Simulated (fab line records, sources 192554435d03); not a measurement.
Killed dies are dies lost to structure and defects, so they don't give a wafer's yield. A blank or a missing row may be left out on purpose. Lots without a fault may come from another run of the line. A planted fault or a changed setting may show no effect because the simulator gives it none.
Which tool did it? | flow n5_finfet | 10 lots, 30 wafers sampled, at 5 steps of a route of 1938

WHAT THE GAUGES READ, wafer by wafer
N5_MOL_CONTACT_COAG_CD_MEAS_84: target cd 25.1 nm. Usual: cd_nm 25.18 nm, standard deviation 0.24.
lot  | measured     | on        | cd_nm (nm)        | flag
L182 | day 6 01:29  | cd_sem-03 | 25.02 25.41 24.90 |
L183 | day 6 15:16  | cd_sem-02 | 24.99 25.20 25.31 |
L184 | day 6 19:29  | cd_sem-03 | 25.30 25.25 25.37 |
L186 | day 7 03:26  | cd_sem-02 | 25.35 25.30 25.74 |
L188 | day 7 19:01  | cd_sem-03 | 24.87 25.16 25.26 |
L193 | day 8 21:35  | cd_sem-03 | 25.28 25.21 25.39 |
L197 | day 9 21:05  | cd_sem-02 | 25.63 25.20 24.47 |
L198 | day 10 04:54 | cd_sem-03 | 25.44 25.15 25.36 |
L199 | day 10 09:04 | cd_sem-03 | 25.75 25.40 24.91 |
L200 | day 10 15:47 | cd_sem-03 | 25.18 25.56 25.37 |

N5_BEOL_M4_RC_MEAS_101. Usual: DIBL_N 36.0 mV/V, standard deviation 2; DIBL_P 36.2 mV/V, standard deviation 2.2; IOFF_N 0.16 nA/um, standard deviation 0.034; IOFF_P 0.21 nA/um, standard deviation 0.04; ION_N 675 uA/um, standard deviation 12; ION_P 463 uA/um, standard deviation 7.2; SS_N 71.6 mV/dec, standard deviation 0.6; SS_P 73.3 mV/dec, standard deviation 0.67; VT_N 250 mV, standard deviation 3; VT_P -251 mV, standard deviation 3.4.
lot  | measured     | on        | DIBL_N (mV/V)  | DIBL_P (mV/V)  | IOFF_N (nA/um) | IOFF_P (nA/um) | ION_N (uA/um) | ION_P (uA/um) | SS_N (mV/dec)  | SS_P (mV/dec)  | VT_N (mV)   | VT_P (mV)      | flag
L182 | day 9 06:21  | prober-02 | 35.2 36.7 34.6 | 35.2 36.1 35.2 | 0.14 0.16 0.13 | 0.18 0.18 0.17 | 681 673 665   | 460 455 461   | 71.1 71.7 70.6 | 73.5 72.3 72.1 | 251 251 250 | -251 -254 -252 |
L183 | day 9 23:21  | prober-02 | 34.2 31.3 34.5 | 32.2 29.9 33.6 | 0.12 0.10 0.13 | 0.14 0.12 0.16 | 656 651 661   | 450 447 454   | 71.6 70.8 70.8 | 72.6 72.2 72.6 | 253 254 250 | -257 -256 -257 |
L184 | day 10 01:47 | prober-02 | 35.0 35.8 33.0 | 36.6 36.6 33.8 | 0.15 0.16 0.13 | 0.19 0.18 0.15 | 669 675 671   | 457 455 454   | 71.6 72.2 70.9 | 72.8 73.2 72.9 | 250 249 252 | -255 -254 -257 |
L186 | day 10 05:44 | prober-01 | 36.0 38.7 37.0 | 34.2 37.7 36.6 | 0.13 0.18 0.14 | 0.16 0.20 0.19 | 669 673 679   | 453 453 460   | 71.8 72.5 72.0 | 73.8 73.7 73.5 | 254 253 252 | -255 -253 -254 |
L188 | day 10 18:38 | prober-02 | 35.9 36.1 36.6 | 37.2 37.2 37.4 | 0.18 0.19 0.19 | 0.21 0.22 0.22 | 686 687 688   | 464 464 462   | 71.9 71.7 72.1 | 73.5 73.9 73.7 | 248 248 248 | -253 -251 -252 |
L193 | day 12 04:16 | prober-01 | 35.6 39.0 35.0 | 35.2 39.3 34.8 | 0.16 0.24 0.16 | 0.23 0.31 0.22 | 679 697 673   | 463 477 461   | 71.4 72.2 71.5 | 73.3 74.0 73.1 | 251 246 249 | -246 -245 -247 |
L197 | day 12 11:17 | prober-02 | 35.3 39.6 34.0 | 36.7 39.8 33.5 | 0.16 0.24 0.14 | 0.24 0.31 0.20 | 681 696 660   | 470 475 460   | 71.8 73.1 71.3 | 73.5 74.0 72.9 | 248 248 251 | -247 -246 -250 |
L198 | day 13 21:14 | prober-02 | 38.0 38.9 38.2 | 38.2 39.1 38.4 | 0.18 0.20 0.18 | 0.23 0.27 0.23 | 675 683 682   | 462 470 469   | 71.4 72.0 72.5 | 74.1 74.2 74.7 | 250 248 248 | -248 -247 -247 |
L199 | day 14 02:49 | prober-02 | 36.8 38.6 34.2 | 36.9 37.4 32.8 | 0.16 0.20 0.13 | 0.20 0.21 0.16 | 672 692 664   | 463 465 452   | 71.1 71.9 71.2 | 73.5 73.9 71.9 | 249 247 252 | -253 -251 -254 |
L200 | day 13 23:46 | prober-01 | 39.8 35.9 35.3 | 39.3 36.6 35.1 | 0.24 0.17 0.15 | 0.29 0.23 0.21 | 696 690 669   | 470 464 467   | 72.4 71.0 71.4 | 74.2 72.5 72.7 | 243 247 251 | -246 -247 -252 |

WHICH TOOL RAN EACH LOT (tool, then ch and the chambers of the sampled wafers, then the start)
lot  | N5_MOL_CONTACT_COAG_ALD_131       | N5_MOL_CONTACT_COAG_ETCHBACK_135   | N5_MOL_CONTACT_COAG_COAT_34
L182 | ald_sin-02 ch 0,1, day 6 02:38    | rie_diel-04 ch 0,1,2, day 6 03:08  | litho_track-03 ch 0, day 6 03:33
L183 | ald_sin-03 ch 0,2, day 6 15:35    | rie_diel-01 ch 2,3, day 6 16:06    | litho_track-04 ch 0, day 6 16:31
L184 | ald_sin-04 ch 1,2,3, day 6 19:44  | rie_diel-04 ch 1,2,3, day 6 20:12  | litho_track-05 ch 0, day 6 20:37
L186 | ald_sin-02 ch 2,3, day 7 04:09    | rie_diel-02 ch 1,2,3, day 7 04:34  | litho_track-05 ch 0, day 7 04:59
L188 | ald_sin-04 ch 1,2, day 7 19:33    | rie_diel-04 ch 0,2,3, day 7 19:52  | litho_track-04 ch 0, day 7 20:16
L193 | ald_sin-02 ch 1,2, day 8 21:51    | rie_diel-04 ch 2,3, day 8 22:09    | litho_track-03 ch 0, day 8 22:34
L197 | ald_sin-02 ch 0,1, day 9 21:20    | rie_diel-01 ch 0,1,2, day 9 21:38  | litho_track-04 ch 0, day 9 22:03
L198 | ald_sin-03 ch 0,1,3, day 10 05:26 | rie_diel-02 ch 0,1,3, day 10 05:45 | litho_track-03 ch 0, day 10 06:19
L199 | ald_sin-03 ch 2,3, day 10 09:19   | rie_diel-02 ch 0,3, day 10 09:38   | litho_track-04 ch 0, day 10 10:02
L200 | ald_sin-03 ch 0,3, day 10 16:02   | rie_diel-04 ch 0,1, day 10 16:20   | litho_track-04 ch 0, day 10 16:45
- N5_MOL_CONTACT_COAG_ALD_131: deposits SiO2, target thk 5 nm, pulse time 1 s, co reactant pulse time 1 s.
- N5_MOL_CONTACT_COAG_ETCHBACK_135: etches SiO2 in CHF3, target depth 25 nm, time 16.7 s.
- N5_MOL_CONTACT_COAG_COAT_34: resist thk 40 nm.

WHAT THE TOOLS THEMSELVES READ (means of the sampled wafers that have a number; where no wafer has one, the mark that the record gives instead)
N5_MOL_CONTACT_COAG_ALD_131. Usual: heater_power_w 80 W, standard deviation 7.2; precursor_pulse_height_rel 0.999, standard deviation 0.018.
lot  | tool       | heater_power_w (W) | precursor_pulse_height_rel | flag
L182 | ald_sin-02 | 84                 | 1.000                      |
L183 | ald_sin-03 | 76                 | 0.996                      |
L184 | ald_sin-04 | 80                 | 1.003                      |
L186 | ald_sin-02 | 69                 | 1.003                      |
L188 | ald_sin-04 | 78                 | 0.987                      |
L193 | ald_sin-02 | 81                 | 0.986                      |
L197 | ald_sin-02 | 85                 | 1.011                      |
L198 | ald_sin-03 | 83                 | 1.000                      |
L199 | ald_sin-03 | 82                 | 1.014                      |
L200 | ald_sin-03 | 79                 | 0.990                      |

N5_MOL_CONTACT_COAG_ETCHBACK_135. Usual: bias_w 170.0 W, standard deviation 0.47; drypump_motor_current_A 5.7 A, standard deviation 0.48; oes_product_au 0.81 a.u., standard deviation 0.065; rf_vpp_V 524 V, standard deviation 10; showerhead_plenum_p_Torr 2.36 Torr, standard deviation 0.067; throttle_valve_pct 18.69 %, standard deviation 0.13.
lot  | tool        | bias_w (W) | drypump_motor_current_A (A) | oes_product_au (a.u.) | rf_vpp_V (V) | showerhead_plenum_p_Torr (Torr) | throttle_valve_pct (%) | flag
L182 | rie_diel-04 | 170.2      | 5.4                         | 0.88                  | 525          | 2.35                            | 18.57                  |
L183 | rie_diel-01 | 170.0      | 6.0                         | 0.79                  | 536          | 2.34                            | 18.65                  |
L184 | rie_diel-04 | 169.9      | 5.2                         | 0.84                  | 526          | 2.39                            | 18.59                  |
L186 | rie_diel-02 | 169.7      | 5.9                         | 0.81                  | 519          | 2.38                            | 18.71                  |
L188 | rie_diel-04 | 170.0      | 5.5                         | 0.88                  | 531          | 2.40                            | 18.63                  |
L193 | rie_diel-04 | 169.5      | 5.0                         | 0.86                  | 531          | 2.42                            | 18.56                  |
L197 | rie_diel-01 | 170.0      | 5.6                         | 0.83                  | 524          | 2.41                            | 18.70                  |
L198 | rie_diel-02 | 170.6      | 5.7                         | 0.73                  | 526          | 2.38                            | 18.74                  |
L199 | rie_diel-02 | 170.1      | 5.7                         | 0.73                  | 534          | 2.45                            | 18.64                  |
L200 | rie_diel-04 | 169.9      | 5.6                         | 0.77                  | 518          | 2.29                            | 18.71                  |

N5_MOL_CONTACT_COAG_COAT_34. Usual: chill_plate_temp_C 23.02 C, standard deviation 0.11; dispense_pressure_kPa 52.7 kPa, standard deviation 1.8; spin_speed_rpm 1500.1 rpm, standard deviation 1.
lot  | tool           | chill_plate_temp_C (C) | dispense_pressure_kPa (kPa) | spin_speed_rpm (rpm) | flag
L182 | litho_track-03 | 23.14                  | 54.3                        | 1500.3               |
L183 | litho_track-04 | 23.00                  | 50.7                        | 1501.5               |
L184 | litho_track-05 | 23.10                  | 54.3                        | 1499.8               |
L186 | litho_track-05 | 23.18                  | 54.4                        | 1499.3               |
L188 | litho_track-04 | 22.90                  | 50.8                        | 1500.3               |
L193 | litho_track-03 | 23.11                  | 54.4                        | 1500.3               |
L197 | litho_track-04 | 22.89                  | 50.8                        | 1587.5               | OFF
L198 | litho_track-03 | 23.03                  | 54.4                        | 1499.5               |
L199 | litho_track-04 | 23.08                  | 50.7                        | 1587.1               | OFF
L200 | litho_track-04 | 22.96                  | 50.7                        | 1587.4               | OFF

THE ANSWER, worked out from the rows above alone
Rule: a lot is off if the mean of its wafers that have a number lies more than 3 standard deviations from the usual mean. A lot without any number at a reading at which 4 lots or more have one is off too. The other lots that the step has rows for count as sound. The gauges are gone through in route order, then the tools' own readings, and for those a lot's mean is taken as printed above. The first step at which some lot is off is used, and at that step the reading that is off furthest; a lot without a number counts as furthest.
Off: L197, L199, L200, at N5_MOL_CONTACT_COAG_COAT_34 (spin_speed_rpm).
A tool fits if, at that step or a process step before it, it ran every lot that is off, and no sound lot after the first of them. One fits: litho_track-04 at N5_MOL_CONTACT_COAG_COAT_34. Its last sound lot is L188 (day 7 20:16), its first lot that is off L197 (day 9 22:03): a fault that began between those two fits.
The tool's own readings at N5_MOL_CONTACT_COAG_COAT_34 bear it out: on the lots that are off they differ by more than 5 times the standard deviation of the sound lots' means. spin_speed_rpm reads 1587.3 rpm there against 1500.1 rpm on the sound lots.

WHAT THE SIMULATOR HAD PUT IN
Process parameter drift: litho_track-04, from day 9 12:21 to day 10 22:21, at N5_MOL_CONTACT_COAG_COAT_34. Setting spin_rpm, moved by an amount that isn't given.
Lots struck among those shown: L197, L199, L200. The rule above found the same.
